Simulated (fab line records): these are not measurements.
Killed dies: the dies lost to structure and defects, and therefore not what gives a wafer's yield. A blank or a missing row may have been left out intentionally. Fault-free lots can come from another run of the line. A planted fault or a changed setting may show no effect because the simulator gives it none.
Comparing a struck lot with a sound one    flow nand-harc    19 steps out of a route of 1302
Sound: these wafers, L471.2, L471.5, L471.6. The struck wafers were L466.2, L466.3, L466.4. At the end, the cause is stated.
Per side, at each step with rows, come the tool, then ch with its chambers, and then its first start. Under that, the readings that differ: sound wafers    struck wafers    difference of the means    sigmas: that difference in standard deviations of wafers without a fault.
alike: readings whose means differ by less than 2 such deviations, and words and numbers that are the same on both sides. not compared: withheld readings, readings that some wafer has no value for, bounds like >300 that may hide the same value, and numbers for which the record gives no deviation and whose values overlap.
The two part at a step that has a row with sigmas, a row that says differs or no value, or rows on one side only. When numbers do not overlap yet have no deviation, they are printed without sigmas and do not part them. A reading that every wafer of one side lacks parts them only if that side has two wafers or more.

NHARC_P_GATE_CD_MEAS_59: target cd 720 nm.
  sound on cd-sem-02 ch 0, day 13 14:02; struck on cd-sem-02 ch 0, day 11 18:43
  alike: cd-nm
then, 1 step without rows for these wafers: NHARC_P_GATE_HARDBAKE_60 (time 80 s).
NHARC_P_GATE_DESCUM_61: chemistry O2, time 3 s.
  sound on rie-diel-08 ch 0,1,3, day 13 14:13; struck on rie-diel-04 ch 0,2,3, day 11 18:53
  alike: chamber-pressure-mTorr, drypump-motor-current-A, oes-product-au, rf-vpp-V, showerhead-plenum-p-Torr, throttle-valve-pct
  not compared: rf-hours-counter-h
next, for these wafers, 1 step has no rows: NHARC_P_GATE_IMPLANT_62.
NHARC_P_GATE_STRIP_112: strips in N2/H2, time 200 s.
  sound on plasma-asher-01 ch 0,1, day 13 14:34; struck on plasma-asher-02 ch 0,1, day 11 19:17
reading             sound      struck       difference  sigmas
heater-power-w (W)  85 86 102  107 105 102  +14         +2
  alike: drypump-motor-current-A
  not compared: rf-hours-counter-h
NHARC_P_GATE_STRIP_76: strips in O2.
  sound on plasma-asher-01 ch 0,1, day 13 14:49; struck on plasma-asher-02 ch 0,1, day 11 19:31
  alike: drypump-motor-current-A, heater-power-w
  not compared: rf-hours-counter-h
then, 6 steps without rows for these wafers: NHARC_P_GATE_STRIP_63 (strips in SPM, time 900 s); NHARC_P_GATE_DEHYDRATE_83 (time 120 s); NHARC_P_GATE_HMDS_84 (time 30 s); NHARC_P_GATE_COAT_85; NHARC_P_GATE_SOFTBAKE_86 (time 95 s); NHARC_P_GATE_EBR_87.
NHARC_P_GATE_EXPOSE_88: exposes mask P HVN, target cd 2000 nm.
  sound on krf-scanner-04 ch 0, day 13 15:35; struck on krf-scanner-01 ch 0, day 11 20:16
reading               sound                 struck                difference  sigmas
exposure-dose-mJ-cm2  11.854 11.859 11.849  16.123 16.137 16.133  +4.277      +99 or more
  alike: mask
then, 2 steps without rows for these wafers: NHARC_P_GATE_PEB_89 (peb time 85 s); NHARC_P_GATE_DEVELOP_90 (time 70 s).
NHARC_P_GATE_CD_MEAS_91: target cd 2000 nm.
  sound on cd-sem-01 ch 0, day 13 15:45; struck on cd-sem-03 ch 0, day 11 20:26
reading     sound                 struck                difference  sigmas
cd-nm (nm)  2001.7 1998.7 1997.7  2050.6 2051.6 2052.8  +52.3       +29
then, 1 step without rows for these wafers: NHARC_P_GATE_HARDBAKE_92 (time 80 s).
NHARC_P_GATE_DESCUM_93: chemistry O2, time 3 s.
  sound on rie-diel-08 ch 0,2,3, day 13 15:57; struck on rie-diel-04 ch 1,2,3, day 11 20:36
reading                  sound           struck          difference  sigmas
model.P_GATE.cd-nm (nm)  2003 2000 1998  2051 2052 2053  +52         
  alike: chamber-pressure-mTorr, drypump-motor-current-A, oes-product-au, rf-vpp-V, showerhead-plenum-p-Torr, throttle-valve-pct
  not compared: rf-hours-counter-h
next, for these wafers, 1 step has no rows: NHARC_P_GATE_IMPLANT_94.

== WHERE THEY PART ==
Last at NHARC_P_GATE_CD_MEAS_91 as far as this record goes, first at NHARC_P_GATE_STRIP_112. Later steps at which nothing parts them and some readings are alike: NHARC_P_GATE_DESCUM_93.

WHY: whatever the simulator had introduced
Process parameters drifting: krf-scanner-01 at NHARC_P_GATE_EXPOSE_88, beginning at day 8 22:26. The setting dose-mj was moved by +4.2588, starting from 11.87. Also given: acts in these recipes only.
